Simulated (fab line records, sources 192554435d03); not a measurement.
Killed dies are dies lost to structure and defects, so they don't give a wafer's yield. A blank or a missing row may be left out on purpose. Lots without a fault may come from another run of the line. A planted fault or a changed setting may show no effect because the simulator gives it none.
Split-lot experiment | flow n5_finfet | 7 lots, 39 wafers read, on a route of 1938 steps

THE SPLIT
At N5_BEOL_M12_SPUTTER_44 (material Ta, target thk 10 nm, time 16.13 s), the setting time_s was moved away from the recipe's 16.13 s on 15 of the 39 wafers read, by -41.5% to +37.6%. The other wafers ran this setting at the recipe's value.

FROM THE SPLIT TO THE READING: what the file shows between them, 3 steps
- N5_BEOL_M12_SPUTTER_45: material Cu, target thk 80 nm, time 13.33 s
- N5_BEOL_M12_ECD_47: material Cu, target thk 720 nm
- N5_BEOL_M12_ANNEAL_48: time 90 s

THE READING
barrier_field_endpoint_s, in s, at N5_BEOL_M12_CMP_49 (polishes, stops on SiOC, t overpolish 20.6 s, target thk 320 nm). Fault-free wafers of this fab line usually give 30.7 s, standard deviation 0.72 s.

wafer  | tool, chamber at the split | time_s as run, s | against the recipe | barrier_field_endpoint_s, s | against lot-mates on the recipe
L074.4 | pvd_sputter-02, -          | 16.13            | recipe             | 30.6                        | -
L074.2 | pvd_sputter-02, -          | 22.2             | +37.6%             | 36.1                        | +5.5
L074.1 | pvd_sputter-02, -          | 22.2             | +37.6%             | 35.5                        | +4.9
L074.3 | pvd_sputter-02, -          | 16.13            | recipe             | 29.9                        | -
L074.5 | pvd_sputter-02, -          | 22.2             | +37.6%             | 34.4                        | +3.8
L074.6 | pvd_sputter-02, -          | 16.13            | recipe             | 31.2                        | -
L078.3 | pvd_sputter-01, -          | 16.13            | recipe             | 31.8                        | -
L078.6 | pvd_sputter-01, -          | 16.13            | recipe             | 30.1                        | -
L078.5 | pvd_sputter-01, -          | 16.13            | recipe             | 31.5                        | -
L079.4 | pvd_sputter-03, -          | 9.432            | -41.5%             | 25.7                        | -5.6
L079.1 | pvd_sputter-03, -          | 16.13            | recipe             | 31.9                        | -
L079.3 | pvd_sputter-03, -          | 16.13            | recipe             | 31.1                        | -
L079.2 | pvd_sputter-03, -          | 9.432            | -41.5%             | 27.4                        | -3.9
L079.5 | pvd_sputter-03, -          | 9.432            | -41.5%             | 25.7                        | -5.6
L079.6 | pvd_sputter-03, -          | 16.13            | recipe             | 30.9                        | -
L083.3 | pvd_sputter-02, -          | 16.13            | recipe             | 30.3                        | -
L083.4 | pvd_sputter-02, -          | 16.13            | recipe             | 29.5                        | -
L083.1 | pvd_sputter-02, -          | 16.13            | recipe             | 31.1                        | -
L083.2 | pvd_sputter-02, -          | 16.13            | recipe             | 31.0                        | -
L083.5 | pvd_sputter-02, -          | 16.13            | recipe             | 30.3                        | -
L083.6 | pvd_sputter-02, -          | 16.13            | recipe             | 29.5                        | -
L084.1 | pvd_sputter-01, -          | 10.71            | -33.6%             | 25.9                        | -5.0
L084.4 | pvd_sputter-01, -          | 16.13            | recipe             | 30.8                        | -
L084.3 | pvd_sputter-01, -          | 16.13            | recipe             | 31.3                        | -
L084.2 | pvd_sputter-01, -          | 10.71            | -33.6%             | 26.9                        | -4.0
L084.5 | pvd_sputter-01, -          | 10.71            | -33.6%             | 25.6                        | -5.3
L084.6 | pvd_sputter-01, -          | 16.13            | recipe             | 30.6                        | -
L087.3 | pvd_sputter-02, -          | 10.9             | -32.4%             | 26.7                        | -4.4
L087.4 | pvd_sputter-02, -          | 16.13            | recipe             | 30.9                        | -
L087.2 | pvd_sputter-02, -          | 10.9             | -32.4%             | 26.3                        | -4.8
L087.1 | pvd_sputter-02, -          | 16.13            | recipe             | 31.2                        | -
L087.5 | pvd_sputter-02, -          | 10.9             | -32.4%             | 26.4                        | -4.7
L087.6 | pvd_sputter-02, -          | 16.13            | recipe             | 31.1                        | -
L088.1 | pvd_sputter-01, -          | 21.2             | +31.4%             | 35.2                        | +4.3
L088.3 | pvd_sputter-01, -          | 16.13            | recipe             | 30.3                        | -
L088.4 | pvd_sputter-01, -          | 21.2             | +31.4%             | 34.9                        | +4.0
L088.2 | pvd_sputter-01, -          | 21.2             | +31.4%             | 36.0                        | +5.1
L088.6 | pvd_sputter-01, -          | 16.13            | recipe             | 31.6                        | -
L088.5 | pvd_sputter-01, -          | 16.13            | recipe             | 30.8                        | -

THE FIT
A straight line over all 39 wafers: barrier_field_endpoint_s changes by +0.127 s for each +1% of time_s; r = +0.97; the points scatter about the line by 0.7 s.
The same after taking each lot's own level away (the mean of its wafers on the recipe; 39 wafers): +0.133 s for each +1%; r = +0.98; scatter 0.6 s.
On that fit, the largest move of time_s shifts the reading by 5.5 s.
The lots' own levels span 30.28 to 31.30 s, that is 1.4 times the standard deviation above.
So the lot-to-lot level changes the slope little: the two slopes agree.
Check: with one of the wafers moved furthest among these (-41.5%) left out of the fit, the line predicts -5.51 s for it against its lot-mates. It came out at -5.6 s against them.

OTHER SPLITS ON THESE WAFERS
These wafers also went through other splits before the reading. Each is held against what the fit with the lots' levels taken away leaves over:
other split on the same wafers          | wafers away from the commonest value | r with barrier_field_endpoint_s (lot level and that fit taken away)
N5_DUMMY_GATE_ETCH_44 target_depth_a    | 12                                   | -0.19
N5_BEOL_M0_SAQP_ETCH_106 target_depth_a | 15                                   | +0.00
N5_BEOL_M9_ILD_DEP_00 time_s            | 12                                   | +0.02
N5_BEOL_M11_ILD_DEP_00 target_thk_a     | 15                                   | +0.28

THE WHOLE CHAIN: every reading that the file lists as answering this split, in the file's order
step                   | what it does                                                    | reading                                                                           | change (the file's fit)                | r (the file's)
N5_BEOL_M12_SPUTTER_44 | material Ta, target thk 10 nm, time 16.13 s                     | Ta_of_BEOL_M12_SPUTTER_44.thk_nm (the simulator's own value, which no gauge read) | +0.0996 nm for each +1% of the setting | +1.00
N5_BEOL_M12_CMP_49     | polishes, stops on SiOC, t overpolish 20.6 s, target thk 320 nm | barrier_field_endpoint_s                                                          | +0.133 s for each +1% of the setting   | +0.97

THE FILE'S OWN FIT
barrier_field_endpoint_s changes by +0.133 s for each +1% of time_s, r = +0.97.
